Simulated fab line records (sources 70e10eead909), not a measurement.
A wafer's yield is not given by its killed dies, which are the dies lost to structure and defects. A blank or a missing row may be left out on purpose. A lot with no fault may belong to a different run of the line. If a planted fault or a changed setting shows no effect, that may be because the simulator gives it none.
A lot that was struck, set against a sound lot || flow nand harc || 42 out of 1302 route steps
Sound: wafers L369.2, L369.5, L369.6. The struck wafers were L384.1, L384.4, L384.5. The cause is given at the end.
Each step with rows lists, per side, the tool, then ch with its chambers, then its first start. Under that, the readings that differ: sound wafers || struck wafers || difference of the means || sigmas: that difference in standard deviations of wafers without a fault.
alike: words and numbers the same on both sides, and readings whose means are apart by under 2 such deviations; not compared: readings that were withheld, readings missing a value for some wafer, numbers with overlapping values and no deviation given by the record, and bounds like >300 which may hide the same value.
The two part at a step that has a row with sigmas, a row that says differs or no value, or rows on one side only. Non-overlapping numbers with no deviation appear without sigmas and do not part them. A reading that every wafer of one side lacks parts them only if that side has two wafers or more.

first, 4 steps without rows for these wafers: NHARC_A_CONTACT_ETCH_130 (etches the open film in C4F8/O2/Ar, time 197 s, target depth 1918 nm); NHARC_A_CONTACT_ETCH_131 (etches the open film in C4F8/O2/Ar, time 197 s, target depth 1918 nm); NHARC_A_CONTACT_ETCH_132 (etches the open film in C4F8/O2/Ar, time 197 s, target depth 1924 nm); NHARC_A_CONTACT_ETCH_133 (etches the open film in C4F8/O2/Ar, time 374 s, target depth 1610 nm).
NHARC_A_CONTACT_ETCH_91: etches the open film in CH3F/O2, target depth 40 nm, time 85.7 s.
  sound on rie diel-02 ch 0,1,2, day 22 14:03; struck on rie diel-02 ch 0,2,3, day 29 03:08
  alike: ch3f flow sccm, drypump motor current A, oes product au, rf vpp V, showerhead plenum p Torr, throttle valve pct
  not compared: rf hours counter h
then, 1 step without rows for these wafers: NHARC_A_CONTACT_ETCH_97 (etches the open film in C4F6/O2, target depth 20 nm, time 10 s).
NHARC_A_CONTACT_CD_MEAS_80:
  struck on cd sem-02, day 29 03:19; sound on cd sem-03, day 22 14:15
  alike: cd nm
then, 5 steps without rows for these wafers: NHARC_A_CONTACT_STRIP_103 (strips in N2/H2); NHARC_A_CONTACT_STRIP_104 (strips in CF4/CHF3); NHARC_A_CONTACT_STRIP_105 (strips in O2/COS); NHARC_A_CONTACT_ETCH_106 (etches the open film in CF4/O2, target depth 90 nm, overetch 9 nm, time 49.5 s); NHARC_A_CONTACT_STRIP_82 (strips in O2).
NHARC_A_CONTACT_STRIP_83: strips in post etch residue remover, time 600 s.
  sound on wet bench-04 ch 1,2,6, day 22 14:56; struck on wet bench-04 ch 1,6,7, day 29 04:36
then, 12 steps without rows for these wafers: NHARC_A_CONTACT_DEP_84 (deposits aC, target thk 2800 nm); NHARC_A_CONTACT_DEP_85 (deposits SiON, target thk 60 nm); NHARC_A_CONTACT_DEHYDRATE_00 (time 120 s); NHARC_A_CONTACT_HMDS_01 (time 30 s); NHARC_A_CONTACT_COAT_86 (time 75 s); NHARC_A_CONTACT_COAT_87 (time 65 s); NHARC_A_CONTACT_COAT_02 (resist thk 90 nm); NHARC_A_CONTACT_SOFTBAKE_03 (time 55 s); NHARC_A_CONTACT_EBR_04; NHARC_A_CONTACT_EXPOSE_05 (exposes mask A CC); NHARC_A_CONTACT_PEB_06 (peb time 65 s); NHARC_A_CONTACT_DEVELOP_07 (develop time 35 s).
NHARC_A_CONTACT_CD_MEAS_08: target cd 200 nm.
  sound on cd sem-01 ch 0, day 22 19:52; struck on cd sem-01 ch 0, day 29 11:25
  alike: cd nm
NHARC_A_CONTACT_OVL_MEAS_09:
  struck on overlay-01, day 29 11:30; sound on overlay-02, day 22 19:57
  alike: overlay x nm, overlay y nm
then, 1 step without rows for these wafers: NHARC_A_CONTACT_DESCUM_13 (chemistry O2, time 3 s).
NHARC_A_CONTACT_ETCH_88: etches the open film in CF4, target depth 39 nm, time 65 s.
  sound on rie diel-02 ch 0,1,3, day 22 20:17; struck on rie diel-02 ch 0,1, day 29 11:41
  alike: drypump motor current A, oes product au, rf vpp V, showerhead plenum p Torr, throttle valve pct
  not compared: rf hours counter h
NHARC_A_CONTACT_ETCH_89: etches the open film in N2/H2, target depth 260 nm, time 475.3 s.
  sound on rie diel-02 ch 0,3; struck on rie diel-02 ch 0,1,2
  alike: drypump motor current A, oes product au, rf vpp V, showerhead plenum p Torr, throttle valve pct
  not compared: rf hours counter h
then, 5 steps without rows for these wafers: NHARC_A_CONTACT_ETCH_30 (etches the open film in CF4/CHF3, target depth 72.6 nm, time 36.3 s); NHARC_A_CONTACT_ETCH_31 (etches the open film in O2/COS, target depth 2800 nm, time 728 s); NHARC_A_CONTACT_ETCH_134 (etches the open film in C4F8/O2/Ar, time 140 s, target depth 700 nm); NHARC_A_CONTACT_ETCH_135 (etches the open film in C4F8/O2/Ar, time 311 s, target depth 1912 nm); NHARC_A_CONTACT_ETCH_136 (etches the open film in C4F8/O2/Ar, time 311 s, target depth 1912 nm).
NHARC_A_CONTACT_ETCH_137: etches the open film in C4F8/O2/Ar, time 311 s, target depth 1912 nm.
  sound on har cap etch-03 ch 0,1, day 22 22:17; struck on har cap etch-01 ch 0, day 29 13:28
  not compared: rf hours counter h
NHARC_A_CONTACT_ETCH_138: etches the open film in C4F8/O2/Ar, time 311 s, target depth 1914 nm.
  sound on har cap etch-03 ch 0,1, day 22 22:39; struck on har cap etch-01 ch 0, day 29 13:44
  not compared: rf hours counter h
then, 3 steps without rows for these wafers: NHARC_A_CONTACT_ETCH_139 (etches the open film in C4F8/O2/Ar, time 195 s, target depth 840 nm); NHARC_A_CONTACT_ETCH_92 (etches the open film in CH3F/O2, target depth 40 nm, time 85.7 s); NHARC_A_CONTACT_ETCH_98 (etches the open film in C4F6/O2, target depth 20 nm, time 10 s).
NHARC_A_CONTACT_CD_MEAS_15:
  struck on cd sem-03, day 29 14:47; sound on cd sem-03, day 22 23:54
  alike: cd nm
-- break in the record here, with 2 days between the starts of the struck wafers on either side (left off in module A_CONTACT, picked up again in module END, where the first step shown is number 1302 on the route) --
NHARC_END_SORT_01:
  at this point the record logs the struck wafers (prober-02 ch 0, day 31 15:01) and has no rows for the sound ones

## WHERE THEY PART
NHARC_END_SORT_01 only, going by this record.

WHY: whatever the simulator had introduced
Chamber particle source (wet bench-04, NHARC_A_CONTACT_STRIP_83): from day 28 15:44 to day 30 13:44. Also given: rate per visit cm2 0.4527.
